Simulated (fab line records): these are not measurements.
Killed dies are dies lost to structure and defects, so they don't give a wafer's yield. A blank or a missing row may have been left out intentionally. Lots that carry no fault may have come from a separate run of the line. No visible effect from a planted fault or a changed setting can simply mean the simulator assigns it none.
Chamber matching    flow n5_finfet    N5_BEOL_M13_DEP_53 on pecvd-04: 3 sister chambers
The step deposits SiCN from 3MS/NH3, target thk 50 nm, time 17.8 s. 14 wafers are shown with their chamber, then 7 later ones without.

EACH WAFER AND ITS CHAMBER
wafer   chamber  throttle_valve_pct (%)  showerhead_plenum_p_Torr (Torr)
L085.1  1        19.4                    4.129
L085.3  2        17.1                    4.155
L085.5  2        17.2                    4.158
L086.1  0        20.0                    4.159
L086.3  1        19.8                    4.123
L086.5  0        20.2                    4.165
L087.2  1        19.7                    4.124
L087.5  0        20.2                    4.166
L087.6  1        19.8                    4.132
L088.1  2        17.1                    4.154
L088.3  1        19.9                    4.126
L088.5  1        19.9                    4.119
L090.1  0        20.1                    4.175
L090.5  0        20.2                    4.165

SIGNATURES (means of the wafers above)
reading                   chamber 0  chamber 1  chamber 2  scatter within a chamber
throttle_valve_pct        20.140     19.750     17.133     0.139
showerhead_plenum_p_Torr  4.16600    4.12550    4.15567    0.00473
Rule: a wafer lies at a distance from a chamber equal to the root of the sum of squares, over the readings, of (its reading less the chamber's mean, divided by the reading's scatter). If the next closest chamber is less than 2 further off than the closest, the wafer can't be placed; otherwise it belongs to the closest. How the scatter is found: for the shown wafers, subtract from each reading the mean of its chamber, square and add these, divide the total by (wafers less chambers), then take the root.

WAFERS WHOSE CHAMBER IS MISSING
wafer   throttle_valve_pct (%)  showerhead_plenum_p_Torr (Torr)
L090.6  19.8                    4.126
L093.2  19.9                    4.132
L093.4  19.7                    4.130
L093.5  20.1                    4.160
L097.4  17.4                    4.150
L097.5  20.0                    4.153
L097.6  17.3                    4.166

WHICH CHAMBER EACH ONE RAN IN
wafer   from the rows above  in truth
L090.6  1                    1
L093.2  1                    1
L093.4  1                    1
L093.5  0                    0
L097.4  2                    2
L097.5  0                    0
L097.6  2                    2
Correct placement for 7 of the 7. From these rows, 0 cannot be placed. Placed wrongly: 0.
